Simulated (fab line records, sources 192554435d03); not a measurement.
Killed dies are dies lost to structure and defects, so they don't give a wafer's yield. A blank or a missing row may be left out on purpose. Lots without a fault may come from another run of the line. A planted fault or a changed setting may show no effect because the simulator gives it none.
fab line records | flow n5_finfet
record lots=11 wafers=33 last_day=17
route steps=1938 shown BEOL_M15@1774
lots that met no fault: from a run of the same line without faults
start_h: hours from the record's first day to the start of the lot's first wafer shown | wait_h: hours since the lot's step before | " the same as in the row above | L1.1+2: a row that stands for several wafers | - no value, or no start given | * or withheld: withheld | < > ~ a bound
route shown NAME@n: a module of which the file shows steps, and the number in the route of the first | usual: mean/standard deviation of fault-free wafers | same: alike in all rows | chamber/n: place in a boat | sites: the reading at each site | _std_site: their standard deviation | _edge_site: outer sites' mean less inner sites' | radius_mm: how far each site lies from the wafer's centre | mask NAME#n: copy n | behind: the tool/chamber that last shaped the wafer | hold: why the lot was held/for how many hours/how that ended | device: the transistor (n, p or np) that didn't switch | end of line: the same wafers' tests at the end of the route | a step without rows: its recipe alone | killed: dies lost to structure and defects at the first sort, not the wafer's yield | map: a wafer's dies, x killed, . not, _ none there
set.NAME: the setting as run; set.NAME@STEP: as run at that earlier step | model.NAME: the simulator's own value behind a step, which no gauge read
steps of the route over a sample of lots; a table a step, a row a wafer
services: from which hour (start_h, from the record's first day; less than 0 if before it) a tool's chamber was out of use, for how many hours, and why
## steps
# step N5_BEOL_M15_THK_MEAS_01
# recipe reads=SiO2_of_BEOL_M15_ILD_DEP_00
# usual M15_ILD_THK=1623/24
# columns lot.wafer tool chamber start_h wait_h M15_ILD_THK[nm]
L239.2 film_metro-01 - 259.93 0.1 1621
L239.5 " - " " 1619
L239.6 " - " " 1640
L244.1 film_metro-02 - 282.51 0.1 1622
L244.3 " - " " 1628
L244.4 " - " " 1648
L248.3 film_metro-01 - 309.50 0.1 1677
L248.4 " - " " 1637
L248.5 " - " " 1651
L247.1 film_metro-01 - 310.58 0.2 1608
L247.5 " - " " 1658
L247.6 " - " " 1634
L250.1 film_metro-02 - 317.91 0.1 1616
L250.2 " - " " 1595
L250.5 " - " " 1583
L253.1 film_metro-01 - 342.84 0.1 1629
L253.2 " - " " 1623
L253.4 " - " " 1626
L255.1 film_metro-02 - 356.39 0.1 1594
L255.3 " - " " 1612
L255.4 " - " " 1618
L256.2 film_metro-01 - 362.67 0.1 1631
L256.4 " - " " 1657
L256.6 " - " " 1618
L260.2 film_metro-02 - 379.95 0.1 1594
L260.3 " - " " 1669
L260.4 " - " " 1664
L258.1 film_metro-01 - 384.54 0.1 1613
L258.4 " - " " 1639
L258.6 " - " " 1626
L259.1 film_metro-02 - 385.35 0.1 1673
L259.3 " - " " 1629
L259.4 " - " " 1646
# step N5_BEOL_M15_ETCH_57
# recipe chemistry=N2/H2 target=SOC source_w=3000 bias_w=350 time_s=750 ion_energy_ev=200 pressure_mtorr=30 n2_flow_sccm=200 h2_flow_sccm=200
# usual bias_w=350.0/1.1 drypump_motor_current_A=5.9/0.58 oes_product_au=0.83/0.081 rf_vpp_V=524.4/2.6 showerhead_plenum_p_Torr=2.56/0.084 throttle_valve_pct=17.72/0.26
# columns lot.wafer tool chamber start_h wait_h bias_w drypump_motor_current_A oes_product_au rf_hours_counter_h rf_vpp_V showerhead_plenum_p_Torr throttle_valve_pct
L239.2 rie_diel-04 3 261.34 - 350.9 5.5 0.87 38 528.5 2.68 17.20
L239.5 " 0 " " 347.9 5.4 0.93 - 525.5 2.59 17.92
L239.6 " 3 " " 350.2 5.5 0.88 - 527.8 2.68 17.20
L244.1 rie_diel-02 3 283.50 - 350.1 6.5 0.74 186 523.0 2.53 17.89
L244.3 " 2 " " 350.2 6.7 0.80 105 526.2 2.56 18.07
L244.4 " 0 " " 349.8 5.0 0.96 22 528.3 2.69 17.44
L248.3 rie_diel-02 3 310.49 - 350.6 6.5 0.73 194 522.6 2.53 17.93
L248.4 " 2 " " 350.8 6.8 0.79 113 523.8 2.55 18.08
L248.5 " 0 " " 349.8 5.1 0.93 - 527.9 2.69 17.46
L247.1 rie_diel-05 3 311.57 - 350.0 6.4 0.76 137 521.8 2.44 17.82
L247.5 " 1 " " 347.7 5.6 0.74 - 520.7 2.43 17.70
L247.6 " 2 " " 350.1 6.5 0.84 - 522.3 2.47 17.68
L250.1 rie_diel-04 0 319.10 - 349.1 5.4 0.90 32 527.0 2.59 17.97
L250.2 " 2 " " 350.2 5.7 0.97 7 524.5 2.59 17.28
L250.5 " 0 " " 348.2 5.4 0.89 - 524.2 2.59 17.94
L253.1 rie_diel-04 1 343.95 - 352.3 5.4 0.89 29 526.1 2.60 17.56
L253.2 " 3 " " 351.2 5.5 0.84 66 527.8 2.67 17.25
L253.4 " 2 " " 350.8 5.7 0.94 15 525.8 2.59 17.30
L255.1 rie_diel-05 2 357.38 - 349.7 6.5 0.83 90 522.0 2.47 17.71
L255.3 " 1 " " 349.3 5.6 0.72 192 521.5 2.42 17.75
L255.4 " 0 " " 349.4 5.5 0.96 - 525.5 2.61 17.51
L256.2 rie_diel-02 0 364.24 - 351.8 5.0 0.90 43 527.6 2.68 17.50
L256.4 " 1 " " 349.9 6.2 0.84 53 520.9 2.48 17.86
L256.6 " 1 " " 350.7 6.2 0.84 - 521.8 2.48 17.85
L260.2 rie_diel-02 3 380.94 - 349.2 6.5 0.72 216 521.7 2.52 17.96
L260.3 " 0 " " 351.7 5.1 0.90 49 527.3 2.68 17.51
L260.4 " 2 " " 348.5 6.8 0.77 135 523.5 2.55 18.11
L258.1 rie_diel-04 0 385.66 - 351.7 5.4 0.87 50 525.9 2.58 17.98
L258.4 " 3 " " 350.2 5.5 0.84 76 527.3 2.67 17.27
L258.6 " 2 " " 348.0 5.7 0.93 - 525.4 2.58 17.32
L259.1 rie_diel-02 3 386.62 - 351.1 6.5 0.72 217 523.6 2.52 17.94
L259.3 " 1 " " 350.7 6.2 0.83 61 521.2 2.48 17.87
L259.4 " 0 " " 349.7 5.0 0.89 50 527.9 2.68 17.51
# step N5_BEOL_M15_STRIP_62
# recipe chemistry=O2 power_w=600 temp_c=60 pressure_mtorr=30 rf_frequency_hz=6e+07 bias_power_w=0 overash_fraction=0.3 o2_flow_sccm=225
# usual bias_power_w=0/0 chamber_pressure_mTorr=30.004/0.026 drypump_motor_current_A=5.9/0.54 oes_product_au=0.83/0.083 overash_fraction=0.3/0 rf_vpp_V=3.7/0.48 showerhead_plenum_p_Torr=2.11/0.07 throttle_valve_pct=16.57/0.24
# columns lot.wafer tool chamber start_h wait_h bias_power_w chamber_pressure_mTorr drypump_motor_current_A oes_product_au overash_fraction rf_hours_counter_h rf_vpp_V showerhead_plenum_p_Torr throttle_valve_pct
L239.2 rie_diel-02 1 265.54 - 0 30.014 6.2 0.89 0.3 25 4.1 2.04 16.48
L239.5 " 3 " " 0 30.024 6.5 0.76 0.3 - 4.1 2.08 16.79
L239.6 " 0 " " 0 29.981 5.0 0.97 0.3 - 3.6 2.22 16.33
L244.1 rie_diel-02 3 288.17 - 0 30.033 6.4 0.75 0.3 187 4.8 2.08 16.81
L244.3 " 2 " " 0 30.016 6.7 0.80 0.3 106 3.9 2.10 16.93
L244.4 " 0 " " 0 30.026 5.1 0.95 0.3 23 3.2 2.22 16.33
L248.3 rie_diel-05 3 315.81 - - - - - - - - - -
L248.4 " 2 " " - - - - - - - - -
L248.5 " 1 " " - - - - - - - - -
L247.1 rie_diel-02 1 318.25 - - - - - - - - - -
L247.5 " 0 " " - - - - - - - - -
L247.6 " 3 " " - - - - - - - - -
L250.1 rie_diel-05 2 320.57 - - - - - - - - - -
L250.2 " 3 " " - - - - - - - - -
L250.5 " 3 " " - - - - - - - - -
L253.1 rie_diel-05 2 348.32 - 0 29.988 6.4 0.83 0.3 86 3.7 2.05 16.71
L253.2 " 1 " " 0 29.972 5.6 0.73 0.3 189 3.1 2.01 16.66
L253.4 " 0 " " 0 29.974 5.5 0.99 0.3 - 3.4 2.14 16.21
L255.1 rie_diel-05 0 359.96 - 0 29.987 5.4 0.98 0.3 5 4.1 2.14 16.22
L255.3 " 2 " " 0 30.042 6.4 0.83 0.3 91 3.4 2.05 16.74
L255.4 " 2 " " 0 29.991 6.4 0.82 0.3 - 3.3 2.05 16.74
L256.2 rie_diel-04 3 366.10 - 0 30.027 5.5 0.86 0.3 72 4.4 2.24 16.43
L256.4 " 1 " " 0 30.005 5.4 0.87 0.3 34 3.9 2.12 16.20
L256.6 " 1 " " 0 29.976 5.4 0.87 0.3 - 3.9 2.12 16.22
L260.2 rie_diel-02 0 382.15 - 0 30.003 5.1 0.90 0.3 49 3.9 2.21 16.38
L260.3 " 2 " " 0 29.945 6.8 0.78 0.3 135 3.0 2.09 16.99
L260.4 " 1 " " 0 30.011 6.2 0.84 0.3 60 4.1 2.03 16.56
L258.1 rie_diel-02 0 387.13 - 0 30.024 5.0 0.91 0.3 50 4.2 2.21 16.38
L258.4 " 3 " " 0 30.019 6.4 0.73 0.3 217 3.8 2.07 16.87
L258.6 " 0 " " 0 29.991 5.0 0.90 0.3 - 4.7 2.21 16.38
L259.1 rie_diel-02 1 387.91 - 0 30.006 6.2 0.83 0.3 61 3.7 2.03 16.57
L259.3 " 2 " " 0 30.023 6.7 0.77 0.3 136 3.5 2.09 16.98
L259.4 " 3 " " 0 30.022 6.4 0.72 0.3 218 3.7 2.07 16.85
# step N5_BEOL_M15_SPUTTER_43
# recipe material=TaN target_thk_a=150 temp_c=50 bias_v=168.6 power_w=15000 chamber_pressure_pa=0.12 time_s=24.19
# usual cathode_dc_power_W=15000/2.6 throttle_valve_pct=29.6/0.82
# columns lot.wafer tool chamber start_h wait_h cathode_dc_power_W throttle_valve_pct
L239.2 pvd_sputter-02 - 266.05 0.0 15002 29.1
L239.5 " - " " 15004 28.9
L239.6 " - " " 15005 29.5
L244.1 pvd_sputter-02 - 289.05 0.0 15002 29.7
L244.3 " - " " 14999 28.6
L244.4 " - " " 15005 29.3
L248.3 pvd_sputter-02 - 316.57 0.0 15002 28.7
L248.4 " - " " 14995 29.4
L248.5 " - " " 15000 29.1
L247.1 pvd_sputter-03 - 318.65 0.0 15004 28.4
L247.5 " - " " 15000 31.8
L247.6 " - " " 14998 30.6
L250.1 pvd_sputter-02 - 321.20 0.0 15000 29.4
L250.2 " - " " 15002 29.0
L250.5 " - " " 15001 29.2
L253.1 pvd_sputter-02 - 348.91 0.0 15002 29.1
L253.2 " - " " 14999 29.2
L253.4 " - " " 15000 29.1
L255.1 pvd_sputter-03 - 360.62 0.0 14997 31.8
L255.3 " - " " 14999 29.6
L255.4 " - " " 15003 28.5
L256.2 pvd_sputter-02 - 366.55 0.0 15001 29.4
L256.4 " - " " 15001 29.3
L256.6 " - " " 15001 29.4
L260.2 pvd_sputter-02 - 382.95 0.0 14998 29.0
L260.3 " - " " 14998 28.8
L260.4 " - " " 14995 29.5
L258.1 pvd_sputter-02 - 387.52 0.0 15001 28.8
L258.4 " - " " 14994 29.4
L258.6 " - " " 15000 28.7
L259.1 pvd_sputter-02 - 388.39 0.0 15000 29.3
L259.3 " - " " 15004 29.3
L259.4 " - " " 14999 29.4
## services
# columns tool chamber start_h hours kind
rie_diel-04 2 265.06 - clean
rie_diel-04 2 265.06 - consumable_replace:focus_ring
rie_diel-04 2 265.06 27.9 scheduled_down
rie_diel-04 2 265.06 27.9 vent_cycle
rie_diel-02 0 324.30 6.3 repair
rie_diel-05 0 324.47 - clean
rie_diel-05 0 324.47 - consumable_replace:focus_ring
rie_diel-05 0 324.47 21.5 scheduled_down
rie_diel-05 0 324.47 21.5 vent_cycle
pvd_sputter-03 - 336.33 4.2 repair
## key
first_sign step=N5_BEOL_M15_STRIP_62 reading=tool_record direction=missing
effect none on later readings
met_at N5_BEOL_M15_STRIP_62
struck_lots L247,L248,L250
not_acting_at N5_BEOL_M15_THK_MEAS_01,N5_BEOL_M15_ETCH_57,N5_BEOL_M15_SPUTTER_43
onset_between 288.17 315.81
fault kind=skipped_step_whole tool=rie_diel-02,rie_diel-05 chamber=- onset_h=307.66 steps=N5_BEOL_M15_STRIP_62 scope=struck_lots_only
